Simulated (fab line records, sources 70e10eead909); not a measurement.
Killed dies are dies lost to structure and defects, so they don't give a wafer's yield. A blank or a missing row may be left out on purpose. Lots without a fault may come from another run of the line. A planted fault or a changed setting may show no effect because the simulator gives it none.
Chamber matching | flow nand_harc | NHARC_P_M0_DEP_00 on pecvd-04: 3 sister chambers
The step deposits SiOC, target thk 150 nm. 3 wafers are shown with their chamber, then 8 later ones without.

WAFERS WITH THEIR CHAMBER
wafer  | chamber | showerhead_vpp_V (V)
L937.4 | 0       | 1562
L937.6 | 2       | 1604
L938.1 | 1       | 1338

WAFERS WITHOUT THEIR CHAMBER
wafer  | showerhead_vpp_V (V)
L938.2 | 1625
L938.3 | 1562
L939.3 | 1612
L939.4 | 1324
L939.5 | 1542
L943.1 | 1544
L943.4 | 1342
L943.6 | 1576

WHICH CHAMBER EACH WENT THROUGH
wafer  | from the rows above     | in truth
L938.2 | 2                       | 2
L938.3 | 0                       | 0
L939.3 | 2                       | 2
L939.4 | 1                       | 1
L939.5 | 0                       | 0
L943.1 | 0                       | 0
L943.4 | 1                       | 1
L943.6 | can't be placed: 0 or 2 | 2
Placed correctly: 7 of 8. Can't be placed from these rows: 1 (the true chamber is among the candidates in 1). Placed wrongly: 0.
How it was worked out, from the rows above alone: a wafer's distance from a chamber is the root of the sum, over the readings, of the square of ((its reading less the chamber's mean) divided by the reading's scatter). The wafer belongs to the nearest chamber; if the next one is less than 2 further off, it can't be placed. A chamber's mean is the mean of its shown wafers. The scatter: with one shown wafer a chamber, the root of the mean of the squares of how far each hidden wafer lies from its nearest shown one.
